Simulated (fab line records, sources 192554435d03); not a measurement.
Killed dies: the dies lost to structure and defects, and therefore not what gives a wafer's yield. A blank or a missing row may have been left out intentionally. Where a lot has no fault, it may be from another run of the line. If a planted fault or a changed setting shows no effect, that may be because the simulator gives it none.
Matching of chambers :: flow n5 finfet :: 4 sister chambers for N5_GATE_CUT_ETCH_19 on rie diel-06
The step etches SiNx in CH3F/O2, target depth 53.7 nm, time 76.7 s. 22 wafers are shown with their chamber, then 11 later ones without.

## WAFERS PAIRED WITH THEIR CHAMBERS
wafer: L074.4
chamber: 1
showerhead plenum p Torr (Torr): 1.85
drypump motor current A (A): 5.5
throttle valve pct (%): 16.32

wafer: L074.5
chamber: 3
showerhead plenum p Torr (Torr): 2.10
drypump motor current A (A): 5.7
throttle valve pct (%): 16.31

wafer: L074.6
chamber: 0
showerhead plenum p Torr (Torr): 2.08
drypump motor current A (A): 5.9
throttle valve pct (%): 16.08

wafer: L077.1
chamber: 2
showerhead plenum p Torr (Torr): 2.03
drypump motor current A (A): 6.0
throttle valve pct (%): 16.50

wafer: L077.3
chamber: 0
showerhead plenum p Torr (Torr): 2.07
drypump motor current A (A): 5.9
throttle valve pct (%): 16.08

wafer: L077.5
chamber: 2
showerhead plenum p Torr (Torr): 2.03
drypump motor current A (A): 6.1
throttle valve pct (%): 16.51

wafer: L078.2
chamber: 0
showerhead plenum p Torr (Torr): 2.07
drypump motor current A (A): 5.9
throttle valve pct (%): 16.09

wafer: L078.4
chamber: 3
showerhead plenum p Torr (Torr): 2.10
drypump motor current A (A): 5.7
throttle valve pct (%): 16.33

wafer: L078.5
chamber: 0
showerhead plenum p Torr (Torr): 2.07
drypump motor current A (A): 5.9
throttle valve pct (%): 16.08

wafer: L079.1
chamber: 2
showerhead plenum p Torr (Torr): 2.03
drypump motor current A (A): 6.0
throttle valve pct (%): 16.52

wafer: L079.2
chamber: 1
showerhead plenum p Torr (Torr): 1.85
drypump motor current A (A): 5.5
throttle valve pct (%): 16.32

wafer: L079.6
chamber: 3
showerhead plenum p Torr (Torr): 2.10
drypump motor current A (A): 5.7
throttle valve pct (%): 16.33

wafer: L081.3
chamber: 1
showerhead plenum p Torr (Torr): 1.84
drypump motor current A (A): 5.5
throttle valve pct (%): 16.34

wafer: L081.4
chamber: 3
showerhead plenum p Torr (Torr): 2.10
drypump motor current A (A): 5.7
throttle valve pct (%): 16.34

wafer: L081.5
chamber: 1
showerhead plenum p Torr (Torr): 1.84
drypump motor current A (A): 5.5
throttle valve pct (%): 16.34

wafer: L083.1
chamber: 3
showerhead plenum p Torr (Torr): 2.09
drypump motor current A (A): 5.7
throttle valve pct (%): 16.32

wafer: L083.5
chamber: 2
showerhead plenum p Torr (Torr): 2.03
drypump motor current A (A): 6.0
throttle valve pct (%): 16.53

wafer: L083.6
chamber: 3
showerhead plenum p Torr (Torr): 2.09
drypump motor current A (A): 5.7
throttle valve pct (%): 16.33

wafer: L084.1
chamber: 0
showerhead plenum p Torr (Torr): 2.07
drypump motor current A (A): 5.9
throttle valve pct (%): 16.11

wafer: L084.3
chamber: 1
showerhead plenum p Torr (Torr): 1.84
drypump motor current A (A): 5.5
throttle valve pct (%): 16.34

wafer: L084.6
chamber: 2
showerhead plenum p Torr (Torr): 2.03
drypump motor current A (A): 6.0
throttle valve pct (%): 16.52

wafer: L088.1
chamber: 3
showerhead plenum p Torr (Torr): 2.09
drypump motor current A (A): 5.7
throttle valve pct (%): 16.35

SIGNATURES, as means of the wafers listed above
reading: showerhead plenum p Torr
chamber 0: 2.0720
chamber 1: 1.8440
chamber 2: 2.0300
chamber 3: 2.0957
scatter within a chamber: 0.00454

reading: drypump motor current A
chamber 0: 5.900
chamber 1: 5.500
chamber 2: 6.020
chamber 3: 5.700
scatter within a chamber: 0.0211

reading: throttle valve pct
chamber 0: 16.0880
chamber 1: 16.3320
chamber 2: 16.5160
chamber 3: 16.3300
scatter within a chamber: 0.0122
Rule: distance of a wafer from a chamber = root of the sum over the readings of ((wafer's reading minus chamber's mean) / reading's scatter) squared. The wafer belongs to the nearest chamber; if the next one is less than 2 further off, it can't be placed. The scatter is the square root of a quotient: the sum, over the shown wafers, of each reading's squared deviation from its chamber's mean, divided by wafers minus chambers.

## WAFERS WITH NO CHAMBER GIVEN
wafer: L088.2
showerhead plenum p Torr (Torr): 1.84
drypump motor current A (A): 5.5
throttle valve pct (%): 16.34

wafer: L088.5
showerhead plenum p Torr (Torr): 2.02
drypump motor current A (A): 6.0
throttle valve pct (%): 16.53

wafer: L089.1
showerhead plenum p Torr (Torr): 2.02
drypump motor current A (A): 6.0
throttle valve pct (%): 16.55

wafer: L089.3
showerhead plenum p Torr (Torr): 2.07
drypump motor current A (A): 5.9
throttle valve pct (%): 16.15

wafer: L089.4
showerhead plenum p Torr (Torr): 1.84
drypump motor current A (A): 5.5
throttle valve pct (%): 16.36

wafer: L090.2
showerhead plenum p Torr (Torr): 2.09
drypump motor current A (A): 5.7
throttle valve pct (%): 16.36

wafer: L090.3
showerhead plenum p Torr (Torr): 1.84
drypump motor current A (A): 5.6
throttle valve pct (%): 16.36

wafer: L090.4
showerhead plenum p Torr (Torr): 2.02
drypump motor current A (A): 6.0
throttle valve pct (%): 16.55

wafer: L094.1
showerhead plenum p Torr (Torr): 2.02
drypump motor current A (A): 6.0
throttle valve pct (%): 16.55

wafer: L094.5
showerhead plenum p Torr (Torr): 2.06
drypump motor current A (A): 5.9
throttle valve pct (%): 16.14

wafer: L094.6
showerhead plenum p Torr (Torr): 1.84
drypump motor current A (A): 5.5
throttle valve pct (%): 16.37

## EACH ONE'S CHAMBER
wafer: L088.2
from the rows above: 1
in truth: 1

wafer: L088.5
from the rows above: 2
in truth: 2

wafer: L089.1
from the rows above: 2
in truth: 2

wafer: L089.3
from the rows above: 0
in truth: 0

wafer: L089.4
from the rows above: 1
in truth: 1

wafer: L090.2
from the rows above: 3
in truth: 3

wafer: L090.3
from the rows above: 1
in truth: 1

wafer: L090.4
from the rows above: 2
in truth: 2

wafer: L094.1
from the rows above: 2
in truth: 2

wafer: L094.5
from the rows above: 0
in truth: 0

wafer: L094.6
from the rows above: 1
in truth: 1
Correctly placed: 11 of 11. Number that these rows cannot place: 0. Placed wrongly: 0.
